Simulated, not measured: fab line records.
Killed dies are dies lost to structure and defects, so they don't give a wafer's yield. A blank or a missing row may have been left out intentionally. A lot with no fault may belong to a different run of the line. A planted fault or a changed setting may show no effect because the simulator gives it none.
The tool behind it: which one? -- flow nand_harc -- Sampling: 13 lots, 39 wafers, 5 of 1302 route steps

== WHAT EACH GAUGE READ, for each wafer ==
NHARC_END_SORT_01. Usual: killed_at_array 59, standard deviation 19; killed_at_other 1.0, standard deviation 1.1; killed_at_periphery 3.8, standard deviation 2.4; killed_dies 64, standard deviation 19; killed_open 3.3, standard deviation 2; killed_short 2.4, standard deviation 1.6.
lot,measured,on,killed_at_array,killed_at_other,killed_at_periphery,killed_dies,killed_open,killed_short,flag
L993,day 24 20:58,prober-02,66 77 64,1 1 2,2 3 3,69 81 69,5 6 2,2 5 2,
L994,day 25 03:10,prober-01,63 60 59,2 3 0,2 2 4,67 65 63,3 6 1,2 2 5,
L995,day 24 19:23,prober-01,54 67 51,0 0 0,2 4 5,56 71 56,2 5 4,2 5 3,
L996,day 25 15:00,prober-02,75 101 82,0 1 0,7 1 2,82 103 84,6 3 3,1 3 3,
L997,day 26 02:48,prober-01,39 48 66,0 0 0,8 5 3,47 53 69,2 3 2,1 3 5,
L999,day 26 21:28,prober-02,78 67 77,1 2 1,4 3 4,83 72 82,3 2 5,3 1 0,
L107,day 30 23:19,prober-01,139 132 141,2 2 3,4 0 1,145 134 145,9 4 4,2 0 0,OFF
L108,day 31 09:10,prober-02,147 157 160,0 0 0,5 3 4,152 160 164,3 4 5,4 3 3,OFF

== WHAT TOOL EACH LOT RAN ON (gives the tool, then ch and the chambers of the sampled wafers, and finally the start) ==
lot,NHARC_A_CHANNEL_FILL_D2_CVD_05,NHARC_THIN_TSV_ANNEAL_52,NHARC_THIN_TSV_CMP_21,NHARC_THIN_TSV_PRE_CLEAN_54
L993,"lpcvd_poly-04 ch 0, day 14 21:25","rtp_anneal-02 ch 0, day 24 09:11","cmp-04 ch 0,1,2, day 24 09:29","pvd_sputter-01, day 24 09:59"
L994,"lpcvd_poly-01 ch 0, day 15 00:31","rtp_anneal-01 ch 0, day 24 12:56","cmp-04 ch 0,2, day 24 13:16","pvd_sputter-02, day 24 13:48"
L995,"lpcvd_poly-03 ch 0, day 15 04:55","rtp_anneal-02 ch 0, day 24 07:49","cmp-04 ch 0,2, day 24 08:11","pvd_sputter-01, day 24 08:41"
L996,"lpcvd_poly-01 ch 0, day 15 21:24","rtp_anneal-02 ch 0, day 25 00:34","cmp-02 ch 1,2, day 25 00:54","pvd_sputter-03, day 25 01:26"
L997,"lpcvd_poly-01 ch 0, day 15 21:24","rtp_anneal-01 ch 0, day 25 11:20","cmp-02 ch 0,3, day 25 11:43","pvd_sputter-02, day 25 12:13"
L999,"lpcvd_poly-03 ch 0, day 16 21:11","rtp_anneal-02 ch 0, day 26 07:06","cmp-01 ch 1,2, day 26 07:19","pvd_sputter-01, day 26 07:49"
L102,"lpcvd_poly-03 ch 0, day 18 16:34","rtp_anneal-02 ch 0, day 27 18:51","cmp-01 ch 0,2, day 27 19:14","pvd_sputter-01, day 27 19:44"
L106,"lpcvd_poly-03 ch 0, day 20 02:25","rtp_anneal-02 ch 0, day 29 08:16","cmp-04 ch 0,2, day 29 08:38","pvd_sputter-02, day 29 09:10"
L107,"lpcvd_poly-01 ch 0, day 21 01:31","rtp_anneal-02 ch 0, day 30 10:29","cmp-02 ch 1,2, day 30 10:47","pvd_sputter-02, day 30 11:20"
L108,"lpcvd_poly-01 ch 0, day 21 01:31","rtp_anneal-02 ch 0, day 30 21:26","cmp-01 ch 1,2,3, day 30 21:48","pvd_sputter-01, day 30 22:17"
L111,"lpcvd_poly-03 ch 0, day 21 19:13","rtp_anneal-02 ch 0, day 31 14:25","cmp-01 ch 0,2,3, day 31 14:46","pvd_sputter-03, day 31 15:17"
L115,"lpcvd_poly-01 ch 0, day 24 01:11","rtp_anneal-02 ch 0, day 33 07:37","cmp-04 ch 1,2, day 33 07:58","pvd_sputter-02, day 33 08:30"
L116,"lpcvd_poly-01 ch 0, day 24 01:11","rtp_anneal-01 ch 0, day 33 08:55","cmp-02 ch 0,1,3, day 33 09:15","pvd_sputter-01, day 33 09:48"
- NHARC_A_CHANNEL_FILL_D2_CVD_05: deposits poly-Si, target thk 5 nm.
- NHARC_THIN_TSV_ANNEAL_52: time 90 s.
- NHARC_THIN_TSV_CMP_21: polishes, t overpolish 30 s, target thk 2000 nm.
- NHARC_THIN_TSV_PRE_CLEAN_54: time 30 s.

== WHAT THE TOOLS THEMSELVES READ (means of the sampled wafers that have a number; where no wafer has one, the mark that the record gives instead) ==
NHARC_A_CHANNEL_FILL_D2_CVD_05. Usual: zone_power_bottom_pct 11.4 %, standard deviation 0.49; zone_power_lower_pct 7.86 %, standard deviation 0.28; zone_power_top_pct 17.7 %, standard deviation 0.65.
lot,tool,zone_power_bottom_pct (%),zone_power_lower_pct (%),zone_power_top_pct (%),flag
L993,lpcvd_poly-04,10.3,7.10,19.1,
L994,lpcvd_poly-01,11.3,7.98,18.1,
L995,lpcvd_poly-03,11.7,8.09,17.2,
L996,lpcvd_poly-01,11.3,7.96,18.0,
L997,lpcvd_poly-01,11.4,7.88,17.9,
L999,lpcvd_poly-03,11.7,7.96,17.2,
L102,lpcvd_poly-03,11.7,8.03,17.1,
L106,lpcvd_poly-03,11.9,7.95,17.1,
L107,lpcvd_poly-01,11.5,7.93,18.2,
L108,lpcvd_poly-01,11.5,7.94,17.8,
L111,lpcvd_poly-03,11.8,8.01,17.0,
L115,lpcvd_poly-01,11.4,7.93,18.0,
L116,lpcvd_poly-01,11.4,7.86,18.1,

NHARC_THIN_TSV_ANNEAL_52. Usual: wafer_temp_C_max 226.6, standard deviation 0.36.
lot,tool,wafer_temp_C_max,flag
L993,rtp_anneal-02,226.9,
L994,rtp_anneal-01,226.4,
L995,rtp_anneal-02,226.8,
L996,rtp_anneal-02,227.0,
L997,rtp_anneal-01,226.5,
L999,rtp_anneal-02,226.8,
L102,rtp_anneal-02,226.7,
L106,rtp_anneal-02,226.8,
L107,rtp_anneal-02,226.7,
L108,rtp_anneal-02,226.9,
L111,rtp_anneal-02,227.0,
L115,rtp_anneal-02,226.6,
L116,rtp_anneal-01,226.7,

NHARC_THIN_TSV_CMP_21. Usual: motor_current_A 12.1 A, standard deviation 0.94; overpolish_run_s 30.000 s, standard deviation 0.0095.
lot,tool,motor_current_A (A),overpolish_run_s (s),flag
L993,cmp-04,13.2,29.994,
L994,cmp-04,12.4,29.999,
L995,cmp-04,12.1,29.999,
L996,cmp-02,11.7,29.995,
L997,cmp-02,12.0,29.999,
L999,cmp-01,10.9,30.000,
L102,cmp-01,11.3,29.995,
L106,cmp-04,12.2,30.000,
L107,cmp-02,11.7,29.999,
L108,cmp-01,11.6,30.010,
L111,cmp-01,11.3,29.998,
L115,cmp-04,13.5,30.011,
L116,cmp-02,12.3,30.001,

NHARC_THIN_TSV_PRE_CLEAN_54. Usual: heater_power_w 425 W, standard deviation 36.
lot,tool,heater_power_w (W),flag
L993,pvd_sputter-01,435,
L994,pvd_sputter-02,474,
L995,pvd_sputter-01,427,
L996,pvd_sputter-03,417,
L997,pvd_sputter-02,408,
L999,pvd_sputter-01,431,
L102,pvd_sputter-01,409,
L106,pvd_sputter-02,426,
L107,pvd_sputter-02,401,
L108,pvd_sputter-01,441,
L111,pvd_sputter-03,412,
L115,pvd_sputter-02,431,
L116,pvd_sputter-01,411,

== THE ANSWER, worked out from the rows above alone ==
Rule: a lot is off if the mean of its wafers that have a number lies more than 3 standard deviations from the usual mean. A lot without any number at a reading at which 4 lots or more have one is off too. The other lots that the step has rows for count as sound. After the gauges, taken in route order, come the tools' own readings; for these a lot's mean is taken, as printed above. At the first step where some lot is off, the reading lying furthest off is the one used; lots without a number count as furthest.
Off, at NHARC_END_SORT_01 on killed_at_array: L107, L108. Neither off nor sound, because the step has no rows for them: L102, L106, L111, L115, L116.
A tool fits if, at a process step before that reading, it ran every lot that is off, and no sound lot after the first of them. The gauges at NHARC_END_SORT_01 are tried like those tools. Undecided on this evidence; 2 tools fit (lpcvd_poly-01 at NHARC_A_CHANNEL_FILL_D2_CVD_05, rtp_anneal-02 at NHARC_THIN_TSV_ANNEAL_52).

== WHAT THE SIMULATOR HAD INSERTED ==
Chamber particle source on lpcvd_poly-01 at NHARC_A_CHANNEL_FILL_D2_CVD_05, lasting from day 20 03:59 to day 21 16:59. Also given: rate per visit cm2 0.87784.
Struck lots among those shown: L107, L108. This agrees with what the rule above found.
